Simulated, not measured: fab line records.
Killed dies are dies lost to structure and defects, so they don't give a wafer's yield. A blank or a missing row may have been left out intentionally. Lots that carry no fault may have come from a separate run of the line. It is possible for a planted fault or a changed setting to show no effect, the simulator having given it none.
Matching of chambers || flow n5-finfet || N5_MOL_CONTACT_COAG_ETCHBACK_134 on rie-diel-02: 4 sister chambers
The step etches SiO2 in CHF3, target depth 10 nm, time 6.7 s. 4 wafers are shown with their chamber, then 8 later ones without.

== WAFERS WITH THEIR CHAMBER ==
{"wafer": "L085.6", "chamber": 2, "showerhead-plenum-p-Torr (Torr)": 2.26}
{"wafer": "L090.2", "chamber": 1, "showerhead-plenum-p-Torr (Torr)": 2.30}
{"wafer": "L090.3", "chamber": 0, "showerhead-plenum-p-Torr (Torr)": 2.38}
{"wafer": "L092.2", "chamber": 3, "showerhead-plenum-p-Torr (Torr)": 2.46}

== WAFERS WHOSE CHAMBER IS MISSING ==
{"wafer": "L092.5", "showerhead-plenum-p-Torr (Torr)": 2.25}
{"wafer": "L092.6", "showerhead-plenum-p-Torr (Torr)": 2.30}
{"wafer": "L095.2", "showerhead-plenum-p-Torr (Torr)": 2.25}
{"wafer": "L095.3", "showerhead-plenum-p-Torr (Torr)": 2.30}
{"wafer": "L095.5", "showerhead-plenum-p-Torr (Torr)": 2.37}
{"wafer": "L096.1", "showerhead-plenum-p-Torr (Torr)": 2.29}
{"wafer": "L096.3", "showerhead-plenum-p-Torr (Torr)": 2.37}
{"wafer": "L096.5", "showerhead-plenum-p-Torr (Torr)": 2.29}

== CHAMBER TAKEN BY EACH ==
{"wafer": "L092.5", "from the rows above": 2, "in truth": 2}
{"wafer": "L092.6", "from the rows above": 1, "in truth": 1}
{"wafer": "L095.2", "from the rows above": 2, "in truth": 2}
{"wafer": "L095.3", "from the rows above": 1, "in truth": 1}
{"wafer": "L095.5", "from the rows above": 0, "in truth": 0}
{"wafer": "L096.1", "from the rows above": 1, "in truth": 1}
{"wafer": "L096.3", "from the rows above": 0, "in truth": 0}
{"wafer": "L096.5", "from the rows above": 1, "in truth": 1}
Correct placement for 8 of the 8. From these rows, 0 cannot be placed. 0 placed wrongly.
How it was worked out, from the rows above alone: a wafer's distance from a chamber is the root of the sum, over the readings, of the square of ((its reading less the chamber's mean) divided by the reading's scatter). The wafer belongs to the nearest chamber; if the next one is less than 2 further off, it can't be placed. For every chamber, the mean is computed from those of its wafers that are shown. The scatter: root of mean squared gap, hidden wafer to nearest shown wafer, with one shown wafer a chamber.
